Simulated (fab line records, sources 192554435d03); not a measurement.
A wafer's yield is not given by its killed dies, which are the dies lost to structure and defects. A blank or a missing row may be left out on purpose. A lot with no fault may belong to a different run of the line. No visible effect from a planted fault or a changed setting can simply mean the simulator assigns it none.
Lot-split experiment / flow n5_finfet / 21 wafers read across 7 lots, on a route 1938 steps long

== THE SPLIT ITSELF ==
At N5_BEOL_M3_COAT_05 (resist thk 30 nm), the setting spin_rpm was moved away from the recipe's 1500 rpm on 9 of the 21 wafers read, by -9.1% to +11.2%. This setting was run at the recipe's value on the other wafers.

== FROM THE SPLIT TO THE READING: what the file shows between them, 2 steps ==
- N5_BEOL_M3_EBR_07
- N5_BEOL_M3_SOFTBAKE_06: time 60 s

== THE READING ==
CAR-EUV_of_BEOL_M3_COAT_05.thk_nm (the simulator's own value, which no gauge read), in nm, at N5_BEOL_M3_DESCUM_16 (chemistry O2, time 7 s). The file gives no usual value for it. The 12 wafers here that ran the recipe average 26.1 nm, standard deviation 0.099 nm.

wafer=L074.1; tool, chamber at the split=litho_track-05, 0; spin_rpm as run, rpm=1454; against the recipe=-3.1%; CAR-EUV_of_BEOL_M3_COAT_05.thk_nm, nm=26.6; against lot-mates on the recipe=no lot-mate on the recipe
wafer=L074.2; tool, chamber at the split=litho_track-05, 0; spin_rpm as run, rpm=1454; against the recipe=-3.1%; CAR-EUV_of_BEOL_M3_COAT_05.thk_nm, nm=26.6; against lot-mates on the recipe=no lot-mate on the recipe
wafer=L074.4; tool, chamber at the split=litho_track-05, 0; spin_rpm as run, rpm=1454; against the recipe=-3.1%; CAR-EUV_of_BEOL_M3_COAT_05.thk_nm, nm=26.4; against lot-mates on the recipe=no lot-mate on the recipe
wafer=L076.4; tool, chamber at the split=litho_track-05, 0; spin_rpm as run, rpm=1500; against the recipe=recipe; CAR-EUV_of_BEOL_M3_COAT_05.thk_nm, nm=26.2; against lot-mates on the recipe=-
wafer=L076.5; tool, chamber at the split=litho_track-05, 0; spin_rpm as run, rpm=1668; against the recipe=+11.2%; CAR-EUV_of_BEOL_M3_COAT_05.thk_nm, nm=24.6; against lot-mates on the recipe=-1.6
wafer=L076.6; tool, chamber at the split=litho_track-05, 0; spin_rpm as run, rpm=1668; against the recipe=+11.2%; CAR-EUV_of_BEOL_M3_COAT_05.thk_nm, nm=24.6; against lot-mates on the recipe=-1.6
wafer=L078.2; tool, chamber at the split=litho_track-04, 0; spin_rpm as run, rpm=1500; against the recipe=recipe; CAR-EUV_of_BEOL_M3_COAT_05.thk_nm, nm=26; against lot-mates on the recipe=-
wafer=L078.4; tool, chamber at the split=litho_track-04, 0; spin_rpm as run, rpm=1500; against the recipe=recipe; CAR-EUV_of_BEOL_M3_COAT_05.thk_nm, nm=26.2; against lot-mates on the recipe=-
wafer=L078.6; tool, chamber at the split=litho_track-04, 0; spin_rpm as run, rpm=1500; against the recipe=recipe; CAR-EUV_of_BEOL_M3_COAT_05.thk_nm, nm=26.2; against lot-mates on the recipe=-
wafer=L084.2; tool, chamber at the split=litho_track-04, 0; spin_rpm as run, rpm=1500; against the recipe=recipe; CAR-EUV_of_BEOL_M3_COAT_05.thk_nm, nm=26; against lot-mates on the recipe=-
wafer=L084.5; tool, chamber at the split=litho_track-04, 0; spin_rpm as run, rpm=1500; against the recipe=recipe; CAR-EUV_of_BEOL_M3_COAT_05.thk_nm, nm=26; against lot-mates on the recipe=-
wafer=L084.6; tool, chamber at the split=litho_track-04, 0; spin_rpm as run, rpm=1500; against the recipe=recipe; CAR-EUV_of_BEOL_M3_COAT_05.thk_nm, nm=26.2; against lot-mates on the recipe=-
wafer=L087.1; tool, chamber at the split=litho_track-05, 0; spin_rpm as run, rpm=1608; against the recipe=+7.2%; CAR-EUV_of_BEOL_M3_COAT_05.thk_nm, nm=25.2; against lot-mates on the recipe=-1.0
wafer=L087.6; tool, chamber at the split=litho_track-05, 0; spin_rpm as run, rpm=1608; against the recipe=+7.2%; CAR-EUV_of_BEOL_M3_COAT_05.thk_nm, nm=25.2; against lot-mates on the recipe=-1.0
wafer=L087.5; tool, chamber at the split=litho_track-05, 0; spin_rpm as run, rpm=1500; against the recipe=recipe; CAR-EUV_of_BEOL_M3_COAT_05.thk_nm, nm=26.2; against lot-mates on the recipe=-
wafer=L090.1; tool, chamber at the split=litho_track-04, 0; spin_rpm as run, rpm=1500; against the recipe=recipe; CAR-EUV_of_BEOL_M3_COAT_05.thk_nm, nm=26; against lot-mates on the recipe=-
wafer=L090.6; tool, chamber at the split=litho_track-04, 0; spin_rpm as run, rpm=1500; against the recipe=recipe; CAR-EUV_of_BEOL_M3_COAT_05.thk_nm, nm=26; against lot-mates on the recipe=-
wafer=L090.3; tool, chamber at the split=litho_track-04, 0; spin_rpm as run, rpm=1562; against the recipe=+4.1%; CAR-EUV_of_BEOL_M3_COAT_05.thk_nm, nm=25.4; against lot-mates on the recipe=-0.6
wafer=L095.2; tool, chamber at the split=litho_track-04, 0; spin_rpm as run, rpm=1500; against the recipe=recipe; CAR-EUV_of_BEOL_M3_COAT_05.thk_nm, nm=26; against lot-mates on the recipe=-
wafer=L095.4; tool, chamber at the split=litho_track-04, 0; spin_rpm as run, rpm=1500; against the recipe=recipe; CAR-EUV_of_BEOL_M3_COAT_05.thk_nm, nm=26; against lot-mates on the recipe=-
wafer=L095.6; tool, chamber at the split=litho_track-04, 0; spin_rpm as run, rpm=1363; against the recipe=-9.1%; CAR-EUV_of_BEOL_M3_COAT_05.thk_nm, nm=27.6; against lot-mates on the recipe=+1.6

FIT RESULTS
A straight line over all 21 wafers: CAR-EUV_of_BEOL_M3_COAT_05.thk_nm changes by -0.139 nm for each +1% of spin_rpm; r = -0.99; the points scatter about the line by 0.11 nm.
The same after taking each lot's own level away (the mean of its wafers on the recipe; 18 wafers): -0.15 nm for each +1%; r = -0.99; scatter 0.084 nm.
On that fit, the largest move of spin_rpm shifts the reading by 1.7 nm.
The span of the lots' own levels, 26.00 to 26.20 nm, comes to 2.0 times the standard deviation stated above.
The two slopes agree, so the slope changes little with the lot-to-lot level.
Check: with one of the wafers moved furthest among these (+11.2%) left out of the fit, the line predicts -1.67 nm for it against its lot-mates. It came out at -1.6 nm against them.

== THE WHOLE CHAIN: every reading that the file lists as answering this split, in the file's order ==
step=N5_BEOL_M3_COAT_05; what it does=resist thk 30 nm; reading=CAR-EUV_of_BEOL_M3_COAT_05.thk_nm (the simulator's own value, which no gauge read); change (the file's fit)=-0.136 nm for each +1% of the setting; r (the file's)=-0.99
step=N5_BEOL_M3_DESCUM_16; what it does=chemistry O2, time 7 s; reading=CAR-EUV_of_BEOL_M3_COAT_05.thk_nm (the simulator's own value, which no gauge read); change (the file's fit)=-0.152 nm for each +1% of the setting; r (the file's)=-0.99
step=N5_BEOL_M3_ETCH_63; what it does=etches SiARC in CF4, target depth 15.6 nm, time 26 s; reading=CAR-EUV_of_BEOL_M3_COAT_05.thk_nm (the simulator's own value, which no gauge read); change (the file's fit)=-0.144 nm for each +1% of the setting, in a fit together with spin_rpm@BEOL_M3_COAT_62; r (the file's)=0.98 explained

== THE FILE'S OWN FIT ==
CAR-EUV_of_BEOL_M3_COAT_05.thk_nm changes by -0.152 nm for each +1% of spin_rpm, r = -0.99.
